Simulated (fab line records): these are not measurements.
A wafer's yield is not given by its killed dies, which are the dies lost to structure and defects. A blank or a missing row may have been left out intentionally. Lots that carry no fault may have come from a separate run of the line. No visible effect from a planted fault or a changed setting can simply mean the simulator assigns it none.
Which of the tools did it? :: flow nandHarc :: 14 lots with 42 wafers sampled at 2 steps, on a route of 1302 steps

## WHAT EACH GAUGE READ, for each wafer
NHARC_P_ZERO_WELL_CD_MEAS_24: the cd target is 720 nm. Usual: cdNm at 719.6 nm, with a standard deviation of 1.5.
lot: L990
measured: day 2 08:20
on: cdSem-03
cdNm (nm): 720.9 719.3 720.4
flag: 

lot: L994
measured: day 4 00:34
on: cdSem-02
cdNm (nm): 717.1 716.9 718.2
flag: 

lot: L995
measured: day 4 10:22
on: cdSem-02
cdNm (nm): 719.2 720.4 719.5
flag: 

lot: L996
measured: day 4 20:37
on: cdSem-01
cdNm (nm): 720.0 718.6 719.4
flag: 

lot: L997
measured: day 5 06:37
on: cdSem-02
cdNm (nm): 718.4 718.9 718.7
flag: 

lot: L998
measured: day 5 16:27
on: cdSem-02
cdNm (nm): 722.5 723.1 720.7
flag: 

lot: L999
measured: day 6 02:28
on: cdSem-03
cdNm (nm): 720.5 721.0 720.5
flag: 

lot: L102
measured: day 7 08:34
on: cdSem-01
cdNm (nm): 718.6 717.1 719.3
flag: 

lot: L103
measured: day 7 18:20
on: cdSem-01
cdNm (nm): 718.1 720.4 720.0
flag: 

lot: L104
measured: day 8 04:35
on: cdSem-01
cdNm (nm): 719.0 721.0 721.2
flag: 

lot: L109
measured: day 10 07:34
on: cdSem-01
cdNm (nm): 716.5 719.4 718.6
flag: 

lot: L110
measured: day 10 16:28
on: cdSem-01
cdNm (nm): 716.7 716.5 716.5
flag: 

lot: L111
measured: day 11 02:36
on: cdSem-03
cdNm (nm): 722.0 722.9 721.2
flag: 

lot: L112
measured: day 11 12:52
on: cdSem-03
cdNm (nm): 718.8 720.7 719.3
flag: 

## TOOL THAT RAN EACH LOT (tool first, then ch and the chambers of the sampled wafers, then the start)
lot: L990
NHARC_P_ZERO_WELL_ETCH_62: rieDiel-04 ch 1,2,3, day 2 08:20 or earlier

lot: L994
NHARC_P_ZERO_WELL_ETCH_62: rieDiel-03 ch 0,1, day 4 00:34 or earlier

lot: L995
NHARC_P_ZERO_WELL_ETCH_62: rieDiel-10 ch 0,1,2, day 4 10:22 or earlier

lot: L996
NHARC_P_ZERO_WELL_ETCH_62: rieDiel-10 ch 0,1,2, day 4 20:37 or earlier

lot: L997
NHARC_P_ZERO_WELL_ETCH_62: rieDiel-03 ch 0,2,3, day 5 06:37 or earlier

lot: L998
NHARC_P_ZERO_WELL_ETCH_62: rieDiel-04 ch 1,2,3, day 5 16:27 or earlier

lot: L999
NHARC_P_ZERO_WELL_ETCH_62: rieDiel-03 ch 0,1,3, day 6 02:28 or earlier

lot: L102
NHARC_P_ZERO_WELL_ETCH_62: rieDiel-04 ch 0,2,3, day 7 08:34 or earlier

lot: L103
NHARC_P_ZERO_WELL_ETCH_62: rieDiel-10 ch 0,1,2, day 7 18:20 or earlier

lot: L104
NHARC_P_ZERO_WELL_ETCH_62: rieDiel-10 ch 0,2, day 8 04:35 or earlier

lot: L109
NHARC_P_ZERO_WELL_ETCH_62: rieDiel-10 ch 0,2,3, day 10 07:34 or earlier

lot: L110
NHARC_P_ZERO_WELL_ETCH_62: rieDiel-04 ch 1,2, day 10 16:28 or earlier

lot: L111
NHARC_P_ZERO_WELL_ETCH_62: rieDiel-04 ch 0,3, day 11 02:36 or earlier

lot: L112
NHARC_P_ZERO_WELL_ETCH_62: rieDiel-10 ch 0,1,3, day 11 12:52 or earlier
- NHARC_P_ZERO_WELL_ETCH_62: etches the open film in CHF3/Ar, target depth 13 nm, time 6.5 s.

## WHAT THE TOOLS THEMSELVES READ (means of the sampled wafers that have a number; where no wafer has one, the mark that the record gives instead)
NHARC_P_ZERO_WELL_ETCH_62. Usual: drypumpMotorCurrentA 5.9 A, standard deviation 0.45; oesProductAu 0.961 a.u., standard deviation 0.016; rfVppV 370.1 V, standard deviation 2.3; showerheadPlenumPTorr 2.32 Torr, standard deviation 0.099; throttleValvePct 20.217 %, standard deviation 0.0085.
lot: L990
tool: rieDiel-04
drypumpMotorCurrentA (A): 6.0
oesProductAu (a.u.): 0.966
rfVppV (V): 369.8
showerheadPlenumPTorr (Torr): 2.30
throttleValvePct (%): 20.213
flag: 

lot: L994
tool: rieDiel-03
drypumpMotorCurrentA (A): 5.8
oesProductAu (a.u.): 0.969
rfVppV (V): 367.1
showerheadPlenumPTorr (Torr): 2.19
throttleValvePct (%): 20.212
flag: 

lot: L995
tool: rieDiel-10
drypumpMotorCurrentA (A): 6.0
oesProductAu (a.u.): 0.971
rfVppV (V): 371.3
showerheadPlenumPTorr (Torr): 2.40
throttleValvePct (%): 20.213
flag: 

lot: L996
tool: rieDiel-10
drypumpMotorCurrentA (A): 6.0
oesProductAu (a.u.): 0.954
rfVppV (V): 372.4
showerheadPlenumPTorr (Torr): 2.40
throttleValvePct (%): 20.223
flag: 

lot: L997
tool: rieDiel-03
drypumpMotorCurrentA (A): 6.4
oesProductAu (a.u.): 0.957
rfVppV (V): 370.0
showerheadPlenumPTorr (Torr): 2.36
throttleValvePct (%): 20.208
flag: 

lot: L998
tool: rieDiel-04
drypumpMotorCurrentA (A): 6.0
oesProductAu (a.u.): 0.969
rfVppV (V): 368.8
showerheadPlenumPTorr (Torr): 2.29
throttleValvePct (%): 20.216
flag: 

lot: L999
tool: rieDiel-03
drypumpMotorCurrentA (A): 5.8
oesProductAu (a.u.): 0.974
rfVppV (V): 368.9
showerheadPlenumPTorr (Torr): 2.28
throttleValvePct (%): 20.214
flag: 

lot: L102
tool: rieDiel-04
drypumpMotorCurrentA (A): 5.7
oesProductAu (a.u.): 0.973
rfVppV (V): 369.5
showerheadPlenumPTorr (Torr): 2.27
throttleValvePct (%): 20.219
flag: 

lot: L103
tool: rieDiel-10
drypumpMotorCurrentA (A): 6.0
oesProductAu (a.u.): 0.976
rfVppV (V): 372.0
showerheadPlenumPTorr (Torr): 2.39
throttleValvePct (%): 20.212
flag: 

lot: L104
tool: rieDiel-10
drypumpMotorCurrentA (A): 6.2
oesProductAu (a.u.): 0.974
rfVppV (V): 369.5
showerheadPlenumPTorr (Torr): 2.31
throttleValvePct (%): 20.221
flag: 

lot: L109
tool: rieDiel-10
drypumpMotorCurrentA (A): 5.9
oesProductAu (a.u.): 0.935
rfVppV (V): 369.3
showerheadPlenumPTorr (Torr): 2.34
throttleValvePct (%): 20.217
flag: 

lot: L110
tool: rieDiel-04
drypumpMotorCurrentA (A): 6.1
oesProductAu (a.u.): 0.966
rfVppV (V): 370.7
showerheadPlenumPTorr (Torr): 2.28
throttleValvePct (%): 20.221
flag: 

lot: L111
tool: rieDiel-04
drypumpMotorCurrentA (A): 5.5
oesProductAu (a.u.): 0.976
rfVppV (V): 369.1
showerheadPlenumPTorr (Torr): 2.28
throttleValvePct (%): 20.214
flag: 

lot: L112
tool: rieDiel-10
drypumpMotorCurrentA (A): 5.7
oesProductAu (a.u.): 0.939
rfVppV (V): 371.3
showerheadPlenumPTorr (Torr): 2.42
throttleValvePct (%): 20.211
flag: 

## THE ANSWER, worked out from the rows above alone
Rule: a lot is off if the mean of its wafers that have a number lies more than 3 standard deviations from the usual mean. A lot without any number at a reading at which 4 lots or more have one is off too. All remaining lots with rows at the step are treated as sound. First the gauges in route order, then the tools' own readings, where a lot's mean is used as printed above. The first step at which some lot is off is used, and at that step the reading that is off furthest; a lot without a number counts as furthest.
No lot is off on any of the readings shown, so nothing can be concluded from this.

## WHAT THE SIMULATOR PUT IN
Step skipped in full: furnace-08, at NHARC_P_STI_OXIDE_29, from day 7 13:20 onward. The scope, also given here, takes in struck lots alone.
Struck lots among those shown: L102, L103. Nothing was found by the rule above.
